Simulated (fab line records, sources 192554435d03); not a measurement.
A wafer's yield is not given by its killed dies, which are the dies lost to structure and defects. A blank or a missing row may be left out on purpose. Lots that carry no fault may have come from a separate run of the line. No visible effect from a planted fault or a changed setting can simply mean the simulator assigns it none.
Split-lot experiment || flow n5_finfet || 7 lots, 21 wafers read, on a route of 1938 steps

== ABOUT THE SPLIT ==
At N5_BEOL_M8_PECVD_70 (deposits SiO2 from TEOS/O2, target thk 20 nm, time 22.7 s), the setting temp_c was moved away from the recipe's 400 C on 7 of the 21 wafers read, by -3.6% to +3.8%. This setting was run at the recipe's value on the other wafers.

Reading taken at the split's own step.

== THE READING ==
SiO2_of_BEOL_M8_PECVD_70.thk_nm (the simulator's own value, which no gauge read), in nm, at N5_BEOL_M8_PECVD_70 (deposits SiO2 from TEOS/O2, target thk 20 nm, time 22.7 s). The file does not state a usual value for it. Average 20.1 nm, standard deviation 0.27 nm, over the 14 wafers here run with the recipe.

{"wafer": "L077.2", "tool, chamber at the split": "pecvd-02, 1", "temp_c as run, C": 400, "against the recipe": "recipe", "SiO2_of_BEOL_M8_PECVD_70.thk_nm, nm": 20.2, "against lot-mates on the recipe": "-"}
{"wafer": "L077.4", "tool, chamber at the split": "pecvd-02, 2,0", "temp_c as run, C": 400, "against the recipe": "recipe", "SiO2_of_BEOL_M8_PECVD_70.thk_nm, nm": 20.4, "against lot-mates on the recipe": "-"}
{"wafer": "L077.6", "tool, chamber at the split": "pecvd-02, 2,0", "temp_c as run, C": 400, "against the recipe": "recipe", "SiO2_of_BEOL_M8_PECVD_70.thk_nm, nm": 20.4, "against lot-mates on the recipe": "-"}
{"wafer": "L075.1", "tool, chamber at the split": "pecvd-02, 0,2", "temp_c as run, C": 400, "against the recipe": "recipe", "SiO2_of_BEOL_M8_PECVD_70.thk_nm, nm": 20.2, "against lot-mates on the recipe": "-"}
{"wafer": "L075.4", "tool, chamber at the split": "pecvd-02, 0,2", "temp_c as run, C": 400, "against the recipe": "recipe", "SiO2_of_BEOL_M8_PECVD_70.thk_nm, nm": 20.2, "against lot-mates on the recipe": "-"}
{"wafer": "L075.3", "tool, chamber at the split": "pecvd-02, 2", "temp_c as run, C": 385.6, "against the recipe": "-3.6%", "SiO2_of_BEOL_M8_PECVD_70.thk_nm, nm": 21.8, "against lot-mates on the recipe": "+1.6"}
{"wafer": "L084.1", "tool, chamber at the split": "pecvd-01, 0,2", "temp_c as run, C": 408.3, "against the recipe": "+2.1%", "SiO2_of_BEOL_M8_PECVD_70.thk_nm, nm": 19, "against lot-mates on the recipe": -1.0}
{"wafer": "L084.3", "tool, chamber at the split": "pecvd-01, 0,2", "temp_c as run, C": 408.3, "against the recipe": "+2.1%", "SiO2_of_BEOL_M8_PECVD_70.thk_nm, nm": 19, "against lot-mates on the recipe": -1.0}
{"wafer": "L084.2", "tool, chamber at the split": "pecvd-01, 1", "temp_c as run, C": 400, "against the recipe": "recipe", "SiO2_of_BEOL_M8_PECVD_70.thk_nm, nm": 20, "against lot-mates on the recipe": "-"}
{"wafer": "L089.1", "tool, chamber at the split": "pecvd-02, 2", "temp_c as run, C": 400, "against the recipe": "recipe", "SiO2_of_BEOL_M8_PECVD_70.thk_nm, nm": 20, "against lot-mates on the recipe": "-"}
{"wafer": "L089.5", "tool, chamber at the split": "pecvd-02, 1", "temp_c as run, C": 400, "against the recipe": "recipe", "SiO2_of_BEOL_M8_PECVD_70.thk_nm, nm": 20.4, "against lot-mates on the recipe": "-"}
{"wafer": "L089.6", "tool, chamber at the split": "pecvd-02, 2", "temp_c as run, C": 400, "against the recipe": "recipe", "SiO2_of_BEOL_M8_PECVD_70.thk_nm, nm": 20.6, "against lot-mates on the recipe": "-"}
{"wafer": "L088.2", "tool, chamber at the split": "pecvd-03, 1,0", "temp_c as run, C": 400, "against the recipe": "recipe", "SiO2_of_BEOL_M8_PECVD_70.thk_nm, nm": 19.8, "against lot-mates on the recipe": "-"}
{"wafer": "L088.3", "tool, chamber at the split": "pecvd-03, 1,0", "temp_c as run, C": 400, "against the recipe": "recipe", "SiO2_of_BEOL_M8_PECVD_70.thk_nm, nm": 19.8, "against lot-mates on the recipe": "-"}
{"wafer": "L088.6", "tool, chamber at the split": "pecvd-03, 1", "temp_c as run, C": 400, "against the recipe": "recipe", "SiO2_of_BEOL_M8_PECVD_70.thk_nm, nm": 20.4, "against lot-mates on the recipe": "-"}
{"wafer": "L092.1", "tool, chamber at the split": "pecvd-03, 0", "temp_c as run, C": 393.6, "against the recipe": "-1.6%", "SiO2_of_BEOL_M8_PECVD_70.thk_nm, nm": 20.4, "against lot-mates on the recipe": "+0.6"}
{"wafer": "L092.2", "tool, chamber at the split": "pecvd-03, 2", "temp_c as run, C": 400, "against the recipe": "recipe", "SiO2_of_BEOL_M8_PECVD_70.thk_nm, nm": 19.8, "against lot-mates on the recipe": "-"}
{"wafer": "L092.3", "tool, chamber at the split": "pecvd-03, 1", "temp_c as run, C": 393.6, "against the recipe": "-1.6%", "SiO2_of_BEOL_M8_PECVD_70.thk_nm, nm": 20.6, "against lot-mates on the recipe": "+0.8"}
{"wafer": "L091.1", "tool, chamber at the split": "pecvd-02, 0", "temp_c as run, C": 415.4, "against the recipe": "+3.8%", "SiO2_of_BEOL_M8_PECVD_70.thk_nm, nm": 17.6, "against lot-mates on the recipe": -2.2}
{"wafer": "L091.2", "tool, chamber at the split": "pecvd-02, 2", "temp_c as run, C": 415.4, "against the recipe": "+3.8%", "SiO2_of_BEOL_M8_PECVD_70.thk_nm, nm": 17.8, "against lot-mates on the recipe": -2.0}
{"wafer": "L091.3", "tool, chamber at the split": "pecvd-02, 1", "temp_c as run, C": 400, "against the recipe": "recipe", "SiO2_of_BEOL_M8_PECVD_70.thk_nm, nm": 19.8, "against lot-mates on the recipe": "-"}
Where a row lists several chambers, the file gives one row for several wafers and doesn't say which wafer went through which chamber.

FIT RESULTS
A straight line over all 21 wafers: SiO2_of_BEOL_M8_PECVD_70.thk_nm changes by -0.535 nm for each +1% of temp_c; r = -0.95; the points scatter about the line by 0.3 nm.
The same after taking each lot's own level away (the mean of its wafers on the recipe; 21 wafers): -0.5 nm for each +1%; r = -0.98; scatter 0.18 nm.
That fit puts the effect of the largest move of temp_c on the reading at 1.9 nm.
Across the lots, their own levels run from 19.80 to 20.33 nm, a range of 2.0 times the standard deviation given above.
The two slopes agree, so the slope changes little with the lot-to-lot level.
Check: -1.86 nm against its lot-mates is what the line predicts for one of the wafers moved furthest among these (+3.8%) when that wafer is left out of the fit. Against them it came out at -2.2 nm.

== THESE WAFERS: OTHER SPLITS ==
Note: prior to the reading, these wafers also went through further splits. Each is held against what the fit with the lots' levels taken away leaves over:
{"other split on the same wafers": "N5_BEOL_M4_COAT_62 spin_rpm", "wafers away from the commonest value": 7, "r with SiO2_of_BEOL_M8_PECVD_70.thk_nm (lot level and that fit taken away)": -0.08}
{"other split on the same wafers": "N5_BEOL_M4_DESCUM_33 time_s", "wafers away from the commonest value": 5, "r with SiO2_of_BEOL_M8_PECVD_70.thk_nm (lot level and that fit taken away)": -0.33}
{"other split on the same wafers": "N5_BEOL_M4_TRENCH_ETCH_37 bias_w", "wafers away from the commonest value": 8, "r with SiO2_of_BEOL_M8_PECVD_70.thk_nm (lot level and that fit taken away)": "+0.06"}
{"other split on the same wafers": "N5_BEOL_M5_COAT_05 spin_rpm", "wafers away from the commonest value": 3, "r with SiO2_of_BEOL_M8_PECVD_70.thk_nm (lot level and that fit taken away)": -0.17}
{"other split on the same wafers": "N5_BEOL_M7_PECVD_70 temp_c", "wafers away from the commonest value": 7, "r with SiO2_of_BEOL_M8_PECVD_70.thk_nm (lot level and that fit taken away)": -0.12}

== FILE'S OWN FIT ==
SiO2_of_BEOL_M8_PECVD_70.thk_nm changes by -0.492 nm for each +1% of temp_c, r = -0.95.
